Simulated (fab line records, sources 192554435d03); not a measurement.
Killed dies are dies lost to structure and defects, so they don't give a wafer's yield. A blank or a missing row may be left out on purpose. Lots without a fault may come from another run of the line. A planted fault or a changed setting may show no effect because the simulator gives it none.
Which tool did it? | flow n5_finfet | 24 lots, 72 wafers sampled, at 2 steps of a route of 1938

WHAT THE GAUGES READ, wafer by wafer
N5_GATE_CUT_OVL_MEAS_14.
lot  | measured     | on         | GATE_CUT_OVL (nm)
L074 | day 4 12:22  | overlay-02 | -1.0 -1.6 0.0
L075 | day 4 17:07  | overlay-01 | -0.8 -0.2 0.0
L076 | day 4 23:15  | overlay-01 | -0.6 -0.1 0.6
L077 | day 5 08:06  | overlay-02 | -0.8 -1.3 -1.2
L078 | day 5 16:13  | overlay-01 | -0.8 -1.3 -1.1
L079 | day 5 22:07  | overlay-02 | 0.3 0.5 -0.1
L080 | day 6 07:43  | overlay-02 | 0.2 0.3 -0.4
L081 | day 6 14:02  | overlay-01 | 0.2 -0.8 -0.8
L082 | day 6 16:22  | overlay-01 | -0.3 -0.9 0.0
L083 | day 6 18:45  | overlay-01 | -1.6 -1.4 -0.7
L084 | day 7 00:31  | overlay-01 | -0.7 -0.4 -1.5
L085 | day 7 04:08  | overlay-01 | 0.1 -0.3 -0.4
L086 | day 7 10:49  | overlay-01 | -1.5 -1.5 -1.0
L087 | day 7 16:26  | overlay-01 | 0.0 -0.7 -0.4
L088 | day 7 21:28  | overlay-01 | -0.3 0.4 -0.4
L089 | day 8 02:55  | overlay-01 | -0.7 0.1 -0.2
L090 | day 8 09:22  | overlay-01 | 0.1 0.1 0.4
L091 | day 8 15:38  | overlay-01 | -0.7 -0.4 -1.5
L092 | day 9 02:46  | overlay-01 | -0.7 -0.6 0.0
L093 | day 9 04:40  | overlay-01 | -2.1 -1.5 -1.7
L094 | day 9 15:59  | overlay-01 | -1.6 -1.1 -1.5
L095 | day 9 18:11  | overlay-01 | -1.5 -1.1 -0.6
L096 | day 9 23:08  | overlay-01 | -0.6 0.0 -1.2
L097 | day 10 05:47 | overlay-01 | -0.1 -0.5 -1.1

WHICH TOOL RAN EACH LOT (tool, then ch and the chambers of the sampled wafers, then the start)
lot  | N5_HKMG_FIN_DESCUM_17
L074 | rie_diel-01 ch 1,2,3, day 4 04:08
L075 | rie_diel-05 ch 0,3, day 4 09:05
L076 | rie_diel-05 ch 0,1, day 4 15:04
L077 | rie_diel-05 ch 0,1,3, day 5 00:02
L078 | rie_diel-01 ch 0,1,3, day 5 08:05
L079 | rie_diel-01 ch 0,1,2, day 5 14:07
L080 | rie_diel-01 ch 0,1,2, day 5 22:52
L081 | rie_diel-05 ch 2,3, day 6 05:53
L082 | rie_diel-01 ch 0,1,3, day 6 08:13
L083 | rie_diel-05 ch 0,1,2, day 6 10:28
L084 | rie_diel-05 ch 0,2,3, day 6 15:27
L085 | rie_diel-05 ch 0,1,3, day 6 20:07
L086 | rie_diel-04 ch 1,2, day 7 02:40
L087 | rie_diel-05 ch 0,1,2, day 7 08:25
L088 | rie_diel-05 ch 2,3, day 7 12:56
L089 | rie_diel-05 ch 0,1,2, day 7 18:41
L090 | rie_diel-01 ch 1,2,3, day 8 01:02
L091 | rie_diel-05 ch 1,2,3, day 8 06:49
L092 | rie_diel-04 ch 2,3, day 8 17:32
L093 | rie_diel-04 ch 0,2, day 8 18:35
L094 | rie_diel-01 ch 1,2,3, day 9 07:20
L095 | rie_diel-04 ch 0,3, day 9 09:35
L096 | rie_diel-04 ch 1,2, day 9 14:41
L097 | rie_diel-04 ch 1,2, day 9 21:30
- N5_HKMG_FIN_DESCUM_17: chemistry O2, time 7.9 s.

WHAT THE TOOLS THEMSELVES READ (means of the sampled wafers that have a number; where no wafer has one, the mark that the record gives instead)
N5_HKMG_FIN_DESCUM_17.
lot  | tool        | chamber_pressure_mTorr (mTorr) | drypump_motor_current_A (A) | oes_product_au (a.u.) | rf_vpp_V (V) | showerhead_plenum_p_Torr (Torr) | throttle_valve_pct (%)
L074 | rie_diel-01 | 20.024                         | 5.3                         | 0.78                  | 242.5        | 2.09                            | 20.22
L075 | rie_diel-05 | 20.010                         | 5.3                         | 0.71                  | 242.6        | 2.07                            | 20.36
L076 | rie_diel-05 | 19.993                         | 5.7                         | 0.86                  | 243.5        | 2.09                            | 20.10
L077 | rie_diel-05 | 20.010                         | 5.6                         | 0.80                  | 242.8        | 2.07                            | 20.18
L078 | rie_diel-01 | 19.997                         | 5.4                         | 0.80                  | 242.9        | 2.12                            | 20.29
L079 | rie_diel-01 | 20.008                         | 5.3                         | 0.73                  | 242.7        | 2.10                            | 20.40
L080 | rie_diel-01 | 20.007                         | 5.3                         | 0.73                  | 242.8        | 2.10                            | 20.40
L081 | rie_diel-05 | 20.006                         | 5.3                         | 0.93                  | 242.8        | 2.06                            | 20.01
L082 | rie_diel-01 | 19.998                         | 5.4                         | 0.78                  | 243.4        | 2.12                            | 20.30
L083 | rie_diel-05 | 19.991                         | 5.7                         | 0.84                  | 243.1        | 2.08                            | 20.02
L084 | rie_diel-05 | 20.003                         | 5.3                         | 0.85                  | 243.0        | 2.08                            | 20.06
L085 | rie_diel-05 | 19.994                         | 5.6                         | 0.90                  | 243.7        | 2.06                            | 20.05
L086 | rie_diel-04 | 20.006                         | 5.4                         | 0.80                  | 242.7        | 2.09                            | 20.00
L087 | rie_diel-05 | 20.012                         | 5.7                         | 0.82                  | 243.3        | 2.08                            | 20.02
L088 | rie_diel-05 | 20.004                         | 5.3                         | 0.89                  | 243.0        | 2.06                            | 20.03
L089 | rie_diel-05 | 19.996                         | 5.7                         | 0.83                  | 243.7        | 2.07                            | 20.03
L090 | rie_diel-01 | 19.984                         | 5.4                         | 0.76                  | 242.8        | 2.08                            | 20.25
L091 | rie_diel-05 | 19.990                         | 5.7                         | 0.86                  | 242.3        | 2.06                            | 19.99
L092 | rie_diel-04 | 19.995                         | 6.0                         | 0.73                  | 243.7        | 2.14                            | 20.17
L093 | rie_diel-04 | 19.992                         | 5.4                         | 0.70                  | 242.6        | 2.07                            | 20.14
L094 | rie_diel-01 | 20.008                         | 5.4                         | 0.75                  | 243.0        | 2.07                            | 20.26
L095 | rie_diel-04 | 19.998                         | 6.0                         | 0.69                  | 243.3        | 2.10                            | 20.28
L096 | rie_diel-04 | 19.990                         | 5.4                         | 0.79                  | 243.5        | 2.08                            | 20.03
L097 | rie_diel-04 | 19.987                         | 5.4                         | 0.78                  | 242.9        | 2.08                            | 20.03

THE ANSWER, worked out from the rows above alone
Rule: what is usual is taken from the lots themselves. Put in order of their means at a reading, lots are off if they are a third of the lots or fewer, leave a main group of 4 or more, and stand apart from it by a gap of 3 or more times the standard deviation of the main group's means; of several such gaps the widest counts. A main group whose means are all the same, to the digits that the tables above print for the reading, isn't used. A lot without any number at a reading at which 4 lots or more have one is off too. The other lots that the step has rows for count as sound. The gauges are gone through in route order, then the tools' own readings, and for those a lot's mean is taken as printed above. The first step at which some lot is off is used, and at that step the reading that is off furthest; a lot without a number counts as furthest.
No lot is off at any reading shown: from this, nothing can be told.

WHAT THE SIMULATOR HAD PUT IN
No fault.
